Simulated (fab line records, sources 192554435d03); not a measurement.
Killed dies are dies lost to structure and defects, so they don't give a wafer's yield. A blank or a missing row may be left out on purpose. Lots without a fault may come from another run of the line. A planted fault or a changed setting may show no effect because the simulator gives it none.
A struck lot beside a sound one | flow n5_finfet | 10 steps out of a route of 1938
Sound: wafers L503.3, L503.5, L503.6. Struck: wafers L513.3, L513.4, L513.6. The cause comes at the end.
At each step with rows: each side's tool, then ch and its chambers, then its first start. Under that, the readings that differ: sound wafers | struck wafers | difference of the means | sigmas: that difference in standard deviations of wafers without a fault.
alike: readings whose means differ by less than 2 such deviations, and words and numbers that are the same on both sides. not compared: withheld readings, readings that some wafer has no value for, bounds like >300 that may hide the same value, and numbers for which the record gives no deviation and whose values overlap.
The two part at a step that has a row with sigmas, a row that says differs or no value, or rows on one side only. Numbers that don't overlap but have no deviation are shown without sigmas and don't part them. A reading that every wafer of one side lacks parts them only if that side has two wafers or more.

N5_START_INSPECT_01: inspects for defects (unpatterned scan).
  sound on defect_inspect-02, day 2 06:02; struck on defect_inspect-02, day 4 18:02
  alike: raw_defect_count
then, 2 steps without rows for these wafers: N5_ZERO_LAYER_PRECLEAN_00 (cleans in SPM, time 600 s); N5_ZERO_LAYER_SRD_01 (time 30 s, dry time 30 s).
N5_ZERO_LAYER_PECVD_02: deposits SiO2 from SiH4/N2O, target thk 10 nm, time 6 s.
  sound on pecvd-01 ch 0,1, day 2 06:18; struck on pecvd-01 ch 0,2, day 4 18:17
  alike: heater_power_outer_w, heater_power_w, showerhead_plenum_p_Torr
then, 4 steps without rows for these wafers: N5_ZERO_LAYER_HMDS_04 (time 60 s); N5_ZERO_LAYER_COAT_05 (resist thk 1000 nm); N5_ZERO_LAYER_EBR_07; N5_ZERO_LAYER_SOFTBAKE_06 (time 90 s).
N5_ZERO_LAYER_EXPOSE_08: exposes mask ZERO, defocus 0 nm, target cd 2000 nm.
  sound on krf_scanner-01 ch 0, day 2 06:37; struck on krf_scanner-01, day 4 18:29
  no value came back on the struck wafers for exposure_dose_mJ_cm2, focus_offset_nm (nm); on the sound wafers exposure_dose_mJ_cm2 reads 16.211 16.180 16.191
  alike: mask
then, 1 step without rows for these wafers: N5_ZERO_LAYER_PEB_09.

WHERE THEY PART
Only at N5_ZERO_LAYER_EXPOSE_08, within this record.

WHY: what the simulator had put in
Skipped step whole: krf_scanner-01, from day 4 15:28 on, at N5_ZERO_LAYER_EXPOSE_08. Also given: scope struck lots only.
